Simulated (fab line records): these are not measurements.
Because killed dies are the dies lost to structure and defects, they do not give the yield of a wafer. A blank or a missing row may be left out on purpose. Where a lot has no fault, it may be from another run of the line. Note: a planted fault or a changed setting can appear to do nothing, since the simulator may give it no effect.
Chamber matching ; flow n5-finfet ; N5_BEOL_M0_SAQP_SPACER1_ALD_98 on ald-sin-03 has 4 sister chambers
The step deposits SiO2, target thk 12.8 nm, pulse time 1 s, purge time 2 s. 4 wafers are shown with their chamber, then 7 later ones without.

EACH WAFER AND ITS CHAMBER
wafer;chamber;heater-power-w (W)
L557.4;1;387
L561.5;3;487
L560.3;0;442
L560.4;2;523

WAFERS MISSING THEIR CHAMBER
wafer;heater-power-w (W)
L560.5;395
L564.2;398
L564.3;519
L564.6;494
L567.3;512
L567.4;399
L567.5;487

EACH ONE'S CHAMBER
wafer;from the rows above;in truth
L560.5;1;1
L564.2;1;1
L564.3;2;2
L564.6;3;3
L567.3;can't be placed: 2 or 3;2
L567.4;1;1
L567.5;3;3
6 of 7 placed correctly. These rows do not allow placing 1 (true chamber among the candidates in 1). Wrongly placed: 0.
How it was worked out, from the rows above alone: a wafer's distance from a chamber is the root of the sum, over the readings, of the square of ((its reading less the chamber's mean) divided by the reading's scatter). The wafer belongs to the nearest chamber; if the next one is less than 2 further off, it can't be placed. A chamber's mean is the mean of its shown wafers. The scatter: root of mean squared gap, hidden wafer to nearest shown wafer, with one shown wafer a chamber.
